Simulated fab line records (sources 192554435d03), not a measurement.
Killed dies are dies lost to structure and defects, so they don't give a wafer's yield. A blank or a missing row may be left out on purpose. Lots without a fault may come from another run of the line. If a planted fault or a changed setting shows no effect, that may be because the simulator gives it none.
Chamber matching	flow n5-finfet	4 sister chambers for N5_BEOL_M3_ETCH_70 on rie-diel-04
The step etches SOC in N2/H2, target depth 80 nm, overetch 16 nm, time 120 s. 4 wafers are shown with their chamber, then 9 later ones without.

== WAFERS, EACH WITH ITS CHAMBER ==
wafer	chamber	throttle-valve-pct (%)
L087.5	2	17.89
L087.6	1	18.08
L090.5	3	17.26
L090.6	0	17.94

== WAFERS MISSING THEIR CHAMBER ==
wafer	throttle-valve-pct (%)
L092.1	18.10
L092.3	17.26
L092.4	17.97
L095.3	17.90
L095.4	18.10
L095.6	18.10
L096.1	18.11
L096.5	17.30
L096.6	17.91

== EACH ONE'S CHAMBER ==
wafer	from the rows above	in truth
L092.1	1	1
L092.3	3	3
L092.4	0	0
L095.3	can't be placed: 2 or 0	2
L095.4	1	1
L095.6	1	1
L096.1	1	1
L096.5	3	3
L096.6	can't be placed: 2 or 0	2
Placed correctly: 7 of 9. Unplaceable from these rows: 2, with the true chamber sitting among the candidates in 2. 0 placed wrongly.
How it was worked out, from the rows above alone: a wafer's distance from a chamber is the root of the sum, over the readings, of the square of ((its reading less the chamber's mean) divided by the reading's scatter). If the next closest chamber is less than 2 further off than the closest, the wafer can't be placed; otherwise it belongs to the closest. Each chamber's mean is taken over the wafers shown for it. The scatter: with one shown wafer a chamber, the root of the mean of the squares of how far each hidden wafer lies from its nearest shown one.
